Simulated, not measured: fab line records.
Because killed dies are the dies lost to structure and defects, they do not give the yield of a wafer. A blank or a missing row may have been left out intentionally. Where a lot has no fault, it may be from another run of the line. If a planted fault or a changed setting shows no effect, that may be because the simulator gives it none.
The same fault as seen by 3 desks	flow nand-harc	only its own numbers are on each desk; what lay behind them is given at the end

== THE DEFECT DESK ==
Per lot, the means of the sampled wafers with a number show what the inspections along the route counted. Any lot whose mean is over 4 standard deviations away from the usual mean is out of limits and marked OUT; that distance is given in the brackets.
Columns: A = raw-defect-count at NHARC_A_M0_INSPECT_27, usual 457
lot	first seen here	A
L795	day 17 07:47	358
L796	day 18 00:51	525
L799	day 18 08:22	499
L800	day 18 13:37	338
L803	day 19 06:05	574
L804	day 20 05:32	480
L801	day 20 09:25	543
L807	day 20 18:41	415
L810	day 21 06:52	492
L806	day 21 18:58	389
L812	day 21 19:22	497
L811	day 22 04:10	248
Result from this desk: across the 12 lots, nothing is out of limits.

== METROLOGY DESK ==
Lot by lot, what the gauges showed, no matter which tool ran the lot: averages of those sampled wafers that carry a number. Any lot whose mean is over 4 standard deviations away from the usual mean is out of limits and marked OUT; that distance is given in the brackets.
Columns: A = thk-nm at NHARC_A_M1_THK_MEAS_24, usual 154.7 nm
lot	first seen here	A
L795	day 17 11:59	155.1
L796	day 18 04:53	154.3
L799	day 18 12:37	153.3
L800	day 18 17:42	153.7
L803	day 19 10:09	155.3
L804	day 20 09:35	154.0
L801	day 20 13:42	152.9
L807	day 20 23:30	153.3
L810	day 21 10:52	156.0
L806	day 21 22:59	154.0
L812	day 21 23:25	29.9 (-83) OUT
L811	day 22 08:11	29.9 (-83) OUT
This desk finds L811, L812 out of limits, L812 being first, at day 21 23:25 (thk-nm at NHARC_A_M1_THK_MEAS_24). L795, L796, L799, L800, L803, L804, L801, L807, L810, L806: within limits.

== THE TOOL OWNER'S DESK: ecd-cu-01 ==
The tool's own readings at NHARC_A_M1_ECD_22 (material Cu, target thk 400 nm): means of the sampled wafers that have a number, for each lot that ran on this tool. Any lot whose mean is over 4 standard deviations away from the usual mean is out of limits and marked OUT; that distance is given in the brackets.
Columns: A = bath-heat-duty-pct at NHARC_A_M1_ECD_22, usual 6.1 %; B = bath-temp-c at NHARC_A_M1_ECD_22, usual 25.01 C
lot	first seen here	A	B
L796	day 18 03:52	5.2	25.10
L803	day 19 09:07	5.3	25.03
L804	day 20 08:33	5.7	25.06
L810	day 21 09:53	5.6	25.04
L806	day 21 21:55	5.9	25.08
Result from this desk: across the 5 lots, nothing is out of limits.

== TAKEN TOGETHER ==
L811, L812 would have let the metrology desk raise an alarm at day 21 23:25.
The defect desk saw nothing out of limits.
Nothing out of limits was seen by the tool owner's desk.
The defect desk has L811, L812 on record, within its limits.
The tool owner's desk has no number on record for L811, L812.
All the named lots went through NHARC_A_M1_ECD_22 on ecd-cu-01.

== WHAT WAS PUT IN BY THE SIMULATOR ==
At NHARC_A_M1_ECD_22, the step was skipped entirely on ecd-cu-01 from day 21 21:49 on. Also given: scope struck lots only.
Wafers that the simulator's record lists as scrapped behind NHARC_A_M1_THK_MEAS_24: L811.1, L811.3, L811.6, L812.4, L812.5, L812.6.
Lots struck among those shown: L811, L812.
Per desk, hours elapsed from the start of the fault to the first reading out of limits: for the metrology desk, 2.
